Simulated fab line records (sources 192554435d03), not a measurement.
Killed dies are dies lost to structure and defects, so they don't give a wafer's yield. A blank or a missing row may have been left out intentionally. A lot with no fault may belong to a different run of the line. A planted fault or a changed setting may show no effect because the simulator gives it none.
Which tool did it? | flow n5-finfet | route of 1938 steps, sampled at 1 step: 11 lots, 29 wafers

== WHAT THE GAUGES SHOWED, per wafer ==
N5_BEOL_M10_INSPECT_30: inspects for defects (brightfield).
lot  | measured     | on                | raw-defect-count
L515 | day 10 16:55 | defect-inspect-01 | 343 495 460
L517 | day 11 04:45 | defect-inspect-02 | 542 969 578
L520 | day 11 17:35 | defect-inspect-01 | 477 599 599
L523 | day 13 04:13 | defect-inspect-02 | 272 448 443
L527 | day 13 18:50 | defect-inspect-01 | 418 421 619
L528 | day 14 19:24 | defect-inspect-02 | 481
L530 | day 14 19:26 | defect-inspect-01 | 649
L535 | day 16 01:56 | defect-inspect-02 | 561 464 380
L533 | day 16 02:07 | defect-inspect-01 | 279 419 374
L537 | day 17 04:10 | defect-inspect-02 | 262 331 345
L538 | day 17 11:16 | defect-inspect-01 | 426 461 293

== EACH LOT AND THE TOOL THAT RAN IT (in order: tool; ch and the chambers of the sampled wafers; start) ==
Record: no process step prior to these readings.

== THE ANSWER, worked out from the rows above alone ==
Rule: the usual values come from the lots themselves. The widest of any qualifying gaps counts: lots, ordered by their means at a reading, are off when they make up no more than a third of the lots, leave a main group of 4 or more, and stand apart from it by 3 or more times the standard deviation of that group's means. If all means in a main group match to the digits the tables above print for the reading, that group is not used. A lot without any number at a reading at which 4 lots or more have one is off too. Any other lot the step has rows for is counted as sound.
No lot is off at any reading shown: from this, nothing can be told.

== WHAT THE SIMULATOR PUT IN ==
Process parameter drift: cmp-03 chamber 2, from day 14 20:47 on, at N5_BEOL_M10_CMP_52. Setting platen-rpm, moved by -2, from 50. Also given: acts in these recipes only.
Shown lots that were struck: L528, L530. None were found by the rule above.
